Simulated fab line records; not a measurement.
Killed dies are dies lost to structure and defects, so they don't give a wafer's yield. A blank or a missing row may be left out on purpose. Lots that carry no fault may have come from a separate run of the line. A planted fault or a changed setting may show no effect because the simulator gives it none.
Matching of chambers ; flow nand harc ; NHARC_A_M0_PRE_CLEAN_31 on pecvd-04: 3 sister chambers
The step time 12 s. 30 wafers are shown with their chamber, then 12 later ones without.

== EACH WAFER AND ITS CHAMBER ==
wafer;chamber;heater power w (W)
L077.2;0;543
L077.4;1;632
L077.5;2;683
L080.1;0;547
L080.5;1;577
L080.6;2;724
L081.1;2;693
L081.3;1;714
L081.5;0;536
L084.1;1;619
L084.2;0;483
L084.5;2;647
L084.3;2;623
L084.4;0;468
L084.6;1;606
L085.1;2;731
L085.3;0;495
L085.6;0;496
L089.1;2;627
L089.3;0;475
L089.6;2;632
L089.2;1;608
L089.4;1;613
L089.5;0;459
L090.2;1;631
L090.4;1;607
L090.5;2;702
L090.1;0;568
L090.3;2;704
L090.6;0;567

SIGNATURES (averages over the wafers above)
reading;chamber 0;chamber 1;chamber 2;scatter within a chamber
heater power w;512.45;623.00;676.60;39.9
Rule: a wafer's distance from a chamber is the root of the sum, over the readings, of the square of ((its reading less the chamber's mean) divided by the reading's scatter). The wafer belongs to the nearest chamber; if the next one is less than 2 further off, it can't be placed. How the scatter is found: for the shown wafers, subtract from each reading the mean of its chamber, square and add these, divide the total by (wafers less chambers), then take the root.

== WAFERS WITH NO CHAMBER GIVEN ==
wafer;heater power w (W)
L091.1;652
L091.4;504
L091.5;650
L096.1;649
L096.2;724
L096.3;504
L097.1;749
L097.3;544
L097.5;688
L097.2;680
L097.4;764
L097.6;533

== EACH ONE'S CHAMBER ==
wafer;from the rows above;in truth
L091.1;can't be placed: 2 or 1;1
L091.4;0;0
L091.5;can't be placed: 2 or 1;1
L096.1;can't be placed: 1 or 2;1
L096.2;can't be placed: 2 or 1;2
L096.3;0;0
L097.1;can't be placed: 2 or 1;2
L097.3;can't be placed: 0 or 1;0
L097.5;can't be placed: 2 or 1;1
L097.2;can't be placed: 2 or 1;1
L097.4;can't be placed: 2 or 1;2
L097.6;can't be placed: 0 or 1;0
Placed correctly: 2 of 12. These rows do not allow placing 10 (true chamber among the candidates in 10). Number placed wrongly: 0.
